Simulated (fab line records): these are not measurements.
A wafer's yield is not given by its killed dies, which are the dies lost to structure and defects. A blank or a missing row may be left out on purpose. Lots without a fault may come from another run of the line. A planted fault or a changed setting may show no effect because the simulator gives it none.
Matching of chambers / flow n5 finfet / N5_BEOL_M9_STRIP_19 on rie diel-05 has 4 sister chambers
The step strips in O2. 8 wafers are shown with their chamber, then 7 later ones without.

== WAFERS, EACH WITH ITS CHAMBER ==
wafer=L440.2; chamber=2; oes product au (a.u.)=0.84; throttle valve pct (%)=16.63
wafer=L441.2; chamber=0; oes product au (a.u.)=0.70; throttle valve pct (%)=16.74
wafer=L441.4; chamber=2; oes product au (a.u.)=0.84; throttle valve pct (%)=16.64
wafer=L442.1; chamber=1; oes product au (a.u.)=1.00; throttle valve pct (%)=16.18
wafer=L442.5; chamber=3; oes product au (a.u.)=0.70; throttle valve pct (%)=17.14
wafer=L442.6; chamber=0; oes product au (a.u.)=0.69; throttle valve pct (%)=16.74
wafer=L444.1; chamber=1; oes product au (a.u.)=0.99; throttle valve pct (%)=16.19
wafer=L444.3; chamber=3; oes product au (a.u.)=0.71; throttle valve pct (%)=17.13

== WAFERS WITH NO CHAMBER GIVEN ==
wafer=L444.5; oes product au (a.u.)=0.84; throttle valve pct (%)=16.65
wafer=L450.2; oes product au (a.u.)=0.68; throttle valve pct (%)=16.77
wafer=L450.3; oes product au (a.u.)=0.81; throttle valve pct (%)=16.65
wafer=L450.5; oes product au (a.u.)=0.69; throttle valve pct (%)=17.15
wafer=L453.2; oes product au (a.u.)=0.69; throttle valve pct (%)=16.81
wafer=L453.3; oes product au (a.u.)=0.93; throttle valve pct (%)=16.24
wafer=L453.6; oes product au (a.u.)=0.69; throttle valve pct (%)=17.18

== CHAMBER TAKEN BY EACH ==
wafer=L444.5; from the rows above=2; in truth=2
wafer=L450.2; from the rows above=0; in truth=0
wafer=L450.3; from the rows above=2; in truth=2
wafer=L450.5; from the rows above=3; in truth=3
wafer=L453.2; from the rows above=0; in truth=0
wafer=L453.3; from the rows above=1; in truth=1
wafer=L453.6; from the rows above=3; in truth=3
Placed correctly: 7 of 7. Number that these rows cannot place: 0. Wrongly placed: 0.
How it was worked out, from the rows above alone: a wafer's distance from a chamber is the root of the sum, over the readings, of the square of ((its reading less the chamber's mean) divided by the reading's scatter). If the next closest chamber is less than 2 further off than the closest, the wafer can't be placed; otherwise it belongs to the closest. Each chamber's mean is taken over the wafers shown for it. The scatter is the square root of a quotient: the sum, over the shown wafers, of each reading's squared deviation from its chamber's mean, divided by wafers minus chambers.
